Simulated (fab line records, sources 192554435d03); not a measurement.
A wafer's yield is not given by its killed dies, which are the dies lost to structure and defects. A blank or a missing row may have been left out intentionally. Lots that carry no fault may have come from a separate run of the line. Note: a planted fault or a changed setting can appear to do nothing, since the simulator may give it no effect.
Which of the tools did it? / flow n5-finfet / Sampling: 24 lots, 72 wafers, 5 of 1938 route steps

== WHAT EACH GAUGE READ, for each wafer ==
N5_BEOL_M7_RS_MEAS_57: the measuring method here is four-point-probe.
lot=L076; measured=day 11 00:54; on=film-metro-01; M7_RS (ohm/sq)=0.288 0.281 0.279
lot=L078; measured=day 11 12:14; on=film-metro-01; M7_RS (ohm/sq)=0.287 0.286 0.284
lot=L074; measured=day 11 17:17; on=film-metro-01; M7_RS (ohm/sq)=0.267 0.281 0.277
lot=L077; measured=day 11 23:11; on=film-metro-02; M7_RS (ohm/sq)=0.282 0.277 0.278
lot=L079; measured=day 12 00:11; on=film-metro-01; M7_RS (ohm/sq)=0.282 0.289 0.284
lot=L080; measured=day 12 01:05; on=film-metro-02; M7_RS (ohm/sq)=0.296 0.300 0.285
lot=L075; measured=day 12 02:55; on=film-metro-02; M7_RS (ohm/sq)=0.290 0.282 0.295
lot=L082; measured=day 12 20:23; on=film-metro-01; M7_RS (ohm/sq)=0.290 0.282 0.286
lot=L081; measured=day 12 20:55; on=film-metro-02; M7_RS (ohm/sq)=0.289 0.283 0.287
lot=L083; measured=day 12 23:40; on=film-metro-02; M7_RS (ohm/sq)=0.271 0.271 0.269
lot=L086; measured=day 13 22:13; on=film-metro-02; M7_RS (ohm/sq)=0.283 0.299 0.289
lot=L085; measured=day 14 02:40; on=film-metro-01; M7_RS (ohm/sq)=0.283 0.282 0.280
lot=L084; measured=day 14 02:44; on=film-metro-02; M7_RS (ohm/sq)=0.291 0.282 0.272
lot=L087; measured=day 14 13:56; on=film-metro-02; M7_RS (ohm/sq)=0.270 0.270 0.274
lot=L088; measured=day 15 01:19; on=film-metro-02; M7_RS (ohm/sq)=0.275 0.273 0.265
lot=L089; measured=day 15 01:36; on=film-metro-01; M7_RS (ohm/sq)=0.288 0.280 0.278
lot=L091; measured=day 15 02:11; on=film-metro-02; M7_RS (ohm/sq)=0.290 0.284 0.275
lot=L090; measured=day 15 10:11; on=film-metro-02; M7_RS (ohm/sq)=0.280 0.287 0.294
lot=L094; measured=day 15 11:01; on=film-metro-01; M7_RS (ohm/sq)=0.284 0.266 0.288
lot=L092; measured=day 15 19:09; on=film-metro-02; M7_RS (ohm/sq)=0.283 0.277 0.296
lot=L093; measured=day 15 23:43; on=film-metro-02; M7_RS (ohm/sq)=0.278 0.289 0.294
lot=L096; measured=day 16 22:02; on=film-metro-01; M7_RS (ohm/sq)=0.270 0.282 0.291
lot=L095; measured=day 16 22:30; on=film-metro-02; M7_RS (ohm/sq)=0.286 0.296 0.289
lot=L097; measured=day 18 02:08; on=film-metro-02; M7_RS (ohm/sq)=0.272 0.279 0.284

N5_BEOL_M9_CD_MEAS_11: the cd target is 64.1 nm.
lot=L076; measured=day 11 12:26; on=cd-sem-03; cd-nm (nm)=64.9 64.4 65.3
lot=L078; measured=day 11 22:01; on=cd-sem-02; cd-nm (nm)=63.9 64.0 64.4
lot=L074; measured=day 12 03:08; on=cd-sem-01; cd-nm (nm)=64.7 64.0 64.6
lot=L077; measured=day 12 07:14; on=cd-sem-02; cd-nm (nm)=64.2 64.4 64.5
lot=L079; measured=day 12 10:13; on=cd-sem-01; cd-nm (nm)=64.2 63.1 64.1
lot=L080; measured=day 12 10:58; on=cd-sem-01; cd-nm (nm)=65.3 64.8 65.1
lot=L075; measured=day 12 14:58; on=cd-sem-01; cd-nm (nm)=64.5 64.0 64.7
lot=L082; measured=day 13 08:02; on=cd-sem-02; cd-nm (nm)=64.8 64.9 64.7
lot=L081; measured=day 13 06:01; on=cd-sem-01; cd-nm (nm)=63.9 65.0 64.4
lot=L083; measured=day 13 08:51; on=cd-sem-02; cd-nm (nm)=64.0 63.9 64.6
lot=L086; measured=day 14 13:04; on=cd-sem-02; cd-nm (nm)=64.7 64.4 65.2
lot=L085; measured=day 14 16:56; on=cd-sem-03; cd-nm (nm)=64.8 65.2 65.5
lot=L084; measured=day 14 18:49; on=cd-sem-03; cd-nm (nm)=64.2 65.3 64.7
lot=L087; measured=day 14 23:20; on=cd-sem-02; cd-nm (nm)=64.8 64.6 63.9
lot=L088; measured=day 15 10:56; on=cd-sem-03; cd-nm (nm)=64.2 64.8 63.8
lot=L089; measured=day 15 11:06; on=cd-sem-02; cd-nm (nm)=64.4 64.7 63.4
lot=L091; measured=day 15 14:20; on=cd-sem-02; cd-nm (nm)=65.7 64.2 64.8
lot=L090; measured=day 16 00:50; on=cd-sem-03; cd-nm (nm)=66.2 64.9 65.5
lot=L094; measured=day 15 22:20; on=cd-sem-02; cd-nm (nm)=64.2 63.8 64.9
lot=L092; measured=day 16 06:40; on=cd-sem-02; cd-nm (nm)=63.7 63.8 64.4
lot=L093; measured=day 16 10:12; on=cd-sem-01; cd-nm (nm)=64.6 64.0 64.8
lot=L096; measured=day 17 10:01; on=cd-sem-03; cd-nm (nm)=65.1 64.7 64.7
lot=L095; measured=day 17 11:49; on=cd-sem-03; cd-nm (nm)=64.9 64.5 64.5
lot=L097; measured=day 18 12:36; on=cd-sem-01; cd-nm (nm)=64.7 64.7 65.3

N5_BEOL_M9_OVL_MEAS_12.
lot=L076; measured=day 11 12:28; on=overlay-02; M9_OVL (nm)=2.0 1.9 2.1
lot=L078; measured=day 11 22:03; on=overlay-01; M9_OVL (nm)=0.1 0.5 0.3
lot=L074; measured=day 12 03:10; on=overlay-01; M9_OVL (nm)=0.8 -0.6 0.8
lot=L077; measured=day 12 07:17; on=overlay-01; M9_OVL (nm)=1.3 0.4 0.1
lot=L079; measured=day 12 10:14; on=overlay-01; M9_OVL (nm)=2.2 0.7 0.8
lot=L080; measured=day 12 11:00; on=overlay-01; M9_OVL (nm)=-0.3 0.1 -0.5
lot=L075; measured=day 12 15:00; on=overlay-02; M9_OVL (nm)=0.3 0.4 0.1
lot=L082; measured=day 13 08:04; on=overlay-02; M9_OVL (nm)=-0.9 -0.1 -0.5
lot=L081; measured=day 13 06:02; on=overlay-02; M9_OVL (nm)=0.3 0.4 0.1
lot=L083; measured=day 13 08:53; on=overlay-02; M9_OVL (nm)=0.3 0.4 -0.9
lot=L086; measured=day 14 13:05; on=overlay-02; M9_OVL (nm)=0.7 -0.1 1.6
lot=L085; measured=day 14 16:58; on=overlay-01; M9_OVL (nm)=-0.8 -0.8 0.3
lot=L084; measured=day 14 18:50; on=overlay-02; M9_OVL (nm)=0.7 -0.1 1.3
lot=L087; measured=day 14 23:22; on=overlay-01; M9_OVL (nm)=0.8 -0.3 -0.1
lot=L088; measured=day 15 10:58; on=overlay-01; M9_OVL (nm)=1.0 1.1 0.7
lot=L089; measured=day 15 11:08; on=overlay-01; M9_OVL (nm)=-0.3 -1.8 -0.2
lot=L091; measured=day 15 14:22; on=overlay-02; M9_OVL (nm)=0.8 -0.1 0.5
lot=L090; measured=day 16 00:52; on=overlay-02; M9_OVL (nm)=-0.2 0.4 0.9
lot=L094; measured=day 15 22:22; on=overlay-02; M9_OVL (nm)=0.9 -0.7 0.7
lot=L092; measured=day 16 06:42; on=overlay-01; M9_OVL (nm)=-0.8 -0.7 -1.1
lot=L093; measured=day 16 10:14; on=overlay-01; M9_OVL (nm)=-0.5 -0.2 0.3
lot=L096; measured=day 17 10:04; on=overlay-02; M9_OVL (nm)=0.4 1.3 0.9
lot=L095; measured=day 17 11:51; on=overlay-02; M9_OVL (nm)=0.9 -0.6 -0.5
lot=L097; measured=day 18 12:38; on=overlay-02; M9_OVL (nm)=1.0 0.0 -2.4

N5_BEOL_M9_INSPECT_13: inspects for defects (brightfield).
lot=L076; measured=day 11 12:29; on=defect-inspect-02; raw-defect-count=333 571 471
lot=L078; measured=day 11 22:05; on=defect-inspect-02; raw-defect-count=758 628 580
lot=L074; measured=day 12 03:11; on=defect-inspect-01; raw-defect-count=312 408 513
lot=L077; measured=day 12 07:19; on=defect-inspect-02; raw-defect-count=402 255 338
lot=L079; measured=day 12 10:16; on=defect-inspect-02; raw-defect-count=406 572 572
lot=L080; measured=day 12 11:01; on=defect-inspect-01; raw-defect-count=350 496 449
lot=L075; measured=day 12 15:01; on=defect-inspect-01; raw-defect-count=255 186 294
lot=L082; measured=day 13 08:05; on=defect-inspect-01; raw-defect-count=310 608 486
lot=L081; measured=day 13 06:04; on=defect-inspect-02; raw-defect-count=462 493 344
lot=L083; measured=day 13 08:54; on=defect-inspect-02; raw-defect-count=958 504 664
lot=L086; measured=day 14 13:07; on=defect-inspect-01; raw-defect-count=402 324 368
lot=L085; measured=day 14 16:59; on=defect-inspect-02; raw-defect-count=393 426 446
lot=L084; measured=day 14 18:52; on=defect-inspect-02; raw-defect-count=344 328 324
lot=L087; measured=day 14 23:23; on=defect-inspect-02; raw-defect-count=418 501 587
lot=L088; measured=day 15 11:00; on=defect-inspect-02; raw-defect-count=441 473 559
lot=L089; measured=day 15 11:09; on=defect-inspect-01; raw-defect-count=390 393 322
lot=L091; measured=day 15 14:23; on=defect-inspect-02; raw-defect-count=331 504 402
lot=L090; measured=day 16 00:54; on=defect-inspect-02; raw-defect-count=343 345 383
lot=L094; measured=day 15 22:24; on=defect-inspect-01; raw-defect-count=475 434 545
lot=L092; measured=day 16 06:43; on=defect-inspect-01; raw-defect-count=427 306 388
lot=L093; measured=day 16 10:16; on=defect-inspect-01; raw-defect-count=456 347 428
lot=L096; measured=day 17 10:05; on=defect-inspect-02; raw-defect-count=456 385 405
lot=L095; measured=day 17 11:52; on=defect-inspect-02; raw-defect-count=412 539 468
lot=L097; measured=day 18 12:39; on=defect-inspect-01; raw-defect-count=405 434 344

== WHICH TOOL RAN EACH LOT (tool, then ch and the chambers of the sampled wafers, then the start) ==
lot=L076; N5_BEOL_M8_ETCH_65=rie-diel-03 ch 0,1,2, day 11 07:40
lot=L078; N5_BEOL_M8_ETCH_65=rie-diel-02 ch 1,2,3, day 11 17:56
lot=L074; N5_BEOL_M8_ETCH_65=rie-diel-03 ch 1,2, day 11 20:56
lot=L077; N5_BEOL_M8_ETCH_65=rie-diel-06 ch 1,2, day 12 02:39
lot=L079; N5_BEOL_M8_ETCH_65=rie-diel-02 ch 1,3, day 12 04:38
lot=L080; N5_BEOL_M8_ETCH_65=rie-diel-06 ch 0,2, day 12 05:02
lot=L075; N5_BEOL_M8_ETCH_65=rie-diel-03 ch 0,2, day 12 09:34
lot=L082; N5_BEOL_M8_ETCH_65=rie-diel-03 ch 0,2, day 13 02:16
lot=L081; N5_BEOL_M8_ETCH_65=rie-diel-03 ch 0,1,3, day 13 01:52
lot=L083; N5_BEOL_M8_ETCH_65=rie-diel-03 ch 2,3, day 13 04:02
lot=L086; N5_BEOL_M8_ETCH_65=rie-diel-06 ch 0,2,3, day 14 04:14
lot=L085; N5_BEOL_M8_ETCH_65=rie-diel-06 ch 0,1,2, day 14 12:22
lot=L084; N5_BEOL_M8_ETCH_65=rie-diel-03 ch 0,3, day 14 12:31
lot=L087; N5_BEOL_M8_ETCH_65=rie-diel-06 ch 0,1,2, day 14 17:27
lot=L088; N5_BEOL_M8_ETCH_65=rie-diel-03 ch 1,2,3, day 15 05:25
lot=L089; N5_BEOL_M8_ETCH_65=rie-diel-02 ch 0,1,2, day 15 05:29
lot=L091; N5_BEOL_M8_ETCH_65=rie-diel-03 ch 0,3, day 15 07:04
lot=L090; N5_BEOL_M8_ETCH_65=rie-diel-06 ch 2,3, day 15 17:11
lot=L094; N5_BEOL_M8_ETCH_65=rie-diel-02 ch 1,3, day 15 17:04
lot=L092; N5_BEOL_M8_ETCH_65=rie-diel-03 ch 1,2,3, day 16 00:37
lot=L093; N5_BEOL_M8_ETCH_65=rie-diel-03 ch 0,3, day 16 05:08
lot=L096; N5_BEOL_M8_ETCH_65=rie-diel-06 ch 1,3, day 17 03:35
lot=L095; N5_BEOL_M8_ETCH_65=rie-diel-03 ch 0,1,3, day 17 04:08
lot=L097; N5_BEOL_M8_ETCH_65=rie-diel-06 ch 2,3, day 18 06:30
- N5_BEOL_M8_ETCH_65: etches SiARC in CF4, target depth 15.6 nm, time 26 s.

== AS READ BY THE TOOLS THEMSELVES (means over the sampled wafers that have a number; for cases with no such wafer, the mark the record gives instead) ==
N5_BEOL_M8_ETCH_65.
lot=L076; tool=rie-diel-03; drypump-motor-current-A (A)=5.5; etch-rf-on-time-s (s)=25.2; oes-product-au (a.u.)=0.68; rf-vpp-V (V)=183.5; showerhead-plenum-p-Torr (Torr)=2.12; throttle-valve-pct (%)=15.7
lot=L078; tool=rie-diel-02; drypump-motor-current-A (A)=5.7; etch-rf-on-time-s (s)=25.6; oes-product-au (a.u.)=0.67; rf-vpp-V (V)=183.1; showerhead-plenum-p-Torr (Torr)=2.09; throttle-valve-pct (%)=15.6
lot=L074; tool=rie-diel-03; drypump-motor-current-A (A)=5.8; etch-rf-on-time-s (s)=25.5; oes-product-au (a.u.)=0.63; rf-vpp-V (V)=183.0; showerhead-plenum-p-Torr (Torr)=2.15; throttle-valve-pct (%)=16.0
lot=L077; tool=rie-diel-06; drypump-motor-current-A (A)=5.9; etch-rf-on-time-s (s)=26.1; oes-product-au (a.u.)=0.58; rf-vpp-V (V)=185.0; showerhead-plenum-p-Torr (Torr)=2.19; throttle-valve-pct (%)=15.7
lot=L079; tool=rie-diel-02; drypump-motor-current-A (A)=5.8; etch-rf-on-time-s (s)=26.8; oes-product-au (a.u.)=0.59; rf-vpp-V (V)=183.2; showerhead-plenum-p-Torr (Torr)=2.08; throttle-valve-pct (%)=15.8
lot=L080; tool=rie-diel-06; drypump-motor-current-A (A)=6.0; etch-rf-on-time-s (s)=26.3; oes-product-au (a.u.)=0.59; rf-vpp-V (V)=184.7; showerhead-plenum-p-Torr (Torr)=2.19; throttle-valve-pct (%)=15.8
lot=L075; tool=rie-diel-03; drypump-motor-current-A (A)=5.1; etch-rf-on-time-s (s)=25.5; oes-product-au (a.u.)=0.70; rf-vpp-V (V)=183.4; showerhead-plenum-p-Torr (Torr)=2.09; throttle-valve-pct (%)=15.4
lot=L082; tool=rie-diel-03; drypump-motor-current-A (A)=5.1; etch-rf-on-time-s (s)=25.7; oes-product-au (a.u.)=0.70; rf-vpp-V (V)=182.9; showerhead-plenum-p-Torr (Torr)=2.09; throttle-valve-pct (%)=15.5
lot=L081; tool=rie-diel-03; drypump-motor-current-A (A)=5.6; etch-rf-on-time-s (s)=25.3; oes-product-au (a.u.)=0.74; rf-vpp-V (V)=184.9; showerhead-plenum-p-Torr (Torr)=2.20; throttle-valve-pct (%)=15.5
lot=L083; tool=rie-diel-03; drypump-motor-current-A (A)=5.8; etch-rf-on-time-s (s)=26.3; oes-product-au (a.u.)=0.67; rf-vpp-V (V)=184.0; showerhead-plenum-p-Torr (Torr)=2.12; throttle-valve-pct (%)=15.5
lot=L086; tool=rie-diel-06; drypump-motor-current-A (A)=6.3; etch-rf-on-time-s (s)=25.8; oes-product-au (a.u.)=0.74; rf-vpp-V (V)=183.7; showerhead-plenum-p-Torr (Torr)=2.19; throttle-valve-pct (%)=15.4
lot=L085; tool=rie-diel-06; drypump-motor-current-A (A)=5.8; etch-rf-on-time-s (s)=25.7; oes-product-au (a.u.)=0.66; rf-vpp-V (V)=185.1; showerhead-plenum-p-Torr (Torr)=2.19; throttle-valve-pct (%)=15.7
lot=L084; tool=rie-diel-03; drypump-motor-current-A (A)=5.3; etch-rf-on-time-s (s)=25.3; oes-product-au (a.u.)=0.76; rf-vpp-V (V)=184.0; showerhead-plenum-p-Torr (Torr)=2.15; throttle-valve-pct (%)=15.3
lot=L087; tool=rie-diel-06; drypump-motor-current-A (A)=5.8; etch-rf-on-time-s (s)=26.0; oes-product-au (a.u.)=0.65; rf-vpp-V (V)=184.0; showerhead-plenum-p-Torr (Torr)=2.19; throttle-valve-pct (%)=15.7
lot=L088; tool=rie-diel-03; drypump-motor-current-A (A)=5.9; etch-rf-on-time-s (s)=25.6; oes-product-au (a.u.)=0.68; rf-vpp-V (V)=184.9; showerhead-plenum-p-Torr (Torr)=2.16; throttle-valve-pct (%)=15.7
lot=L089; tool=rie-diel-02; drypump-motor-current-A (A)=5.6; etch-rf-on-time-s (s)=25.4; oes-product-au (a.u.)=0.76; rf-vpp-V (V)=184.1; showerhead-plenum-p-Torr (Torr)=2.15; throttle-valve-pct (%)=15.4
lot=L091; tool=rie-diel-03; drypump-motor-current-A (A)=5.7; etch-rf-on-time-s (s)=25.5; oes-product-au (a.u.)=0.77; rf-vpp-V (V)=184.9; showerhead-plenum-p-Torr (Torr)=2.21; throttle-valve-pct (%)=15.3
lot=L090; tool=rie-diel-06; drypump-motor-current-A (A)=6.4; etch-rf-on-time-s (s)=25.9; oes-product-au (a.u.)=0.77; rf-vpp-V (V)=184.3; showerhead-plenum-p-Torr (Torr)=2.18; throttle-valve-pct (%)=15.3
lot=L094; tool=rie-diel-02; drypump-motor-current-A (A)=5.8; etch-rf-on-time-s (s)=25.8; oes-product-au (a.u.)=0.70; rf-vpp-V (V)=183.9; showerhead-plenum-p-Torr (Torr)=2.07; throttle-valve-pct (%)=15.6
lot=L092; tool=rie-diel-03; drypump-motor-current-A (A)=5.9; etch-rf-on-time-s (s)=25.6; oes-product-au (a.u.)=0.67; rf-vpp-V (V)=184.7; showerhead-plenum-p-Torr (Torr)=2.16; throttle-valve-pct (%)=15.7
lot=L093; tool=rie-diel-03; drypump-motor-current-A (A)=5.3; etch-rf-on-time-s (s)=25.2; oes-product-au (a.u.)=0.74; rf-vpp-V (V)=183.9; showerhead-plenum-p-Torr (Torr)=2.15; throttle-valve-pct (%)=15.3
lot=L096; tool=rie-diel-06; drypump-motor-current-A (A)=5.7; etch-rf-on-time-s (s)=25.6; oes-product-au (a.u.)=0.78; rf-vpp-V (V)=185.0; showerhead-plenum-p-Torr (Torr)=2.19; throttle-valve-pct (%)=15.4
lot=L095; tool=rie-diel-03; drypump-motor-current-A (A)=5.6; etch-rf-on-time-s (s)=24.8; oes-product-au (a.u.)=0.71; rf-vpp-V (V)=185.1; showerhead-plenum-p-Torr (Torr)=2.18; throttle-valve-pct (%)=15.6
lot=L097; tool=rie-diel-06; drypump-motor-current-A (A)=6.6; etch-rf-on-time-s (s)=25.9; oes-product-au (a.u.)=0.72; rf-vpp-V (V)=183.9; showerhead-plenum-p-Torr (Torr)=2.18; throttle-valve-pct (%)=15.4

== THE ANSWER, worked out from the rows above alone ==
Rule: the usual values come from the lots themselves. The widest of any qualifying gaps counts: lots, ordered by their means at a reading, are off when they make up no more than a third of the lots, leave a main group of 4 or more, and stand apart from it by 3 or more times the standard deviation of that group's means. If all means in a main group match to the digits the tables above print for the reading, that group is not used. Also off: a lot with no number at a reading for which 4 or more lots have one. The other lots that the step has rows for count as sound. First the gauges in route order, then the tools' own readings, where a lot's mean is used as printed above. The first step at which some lot is off is used, and at that step the reading that is off furthest; a lot without a number counts as furthest.
Nothing can be told from this: no lot is off at any reading shown.

== WHAT WAS PUT IN BY THE SIMULATOR ==
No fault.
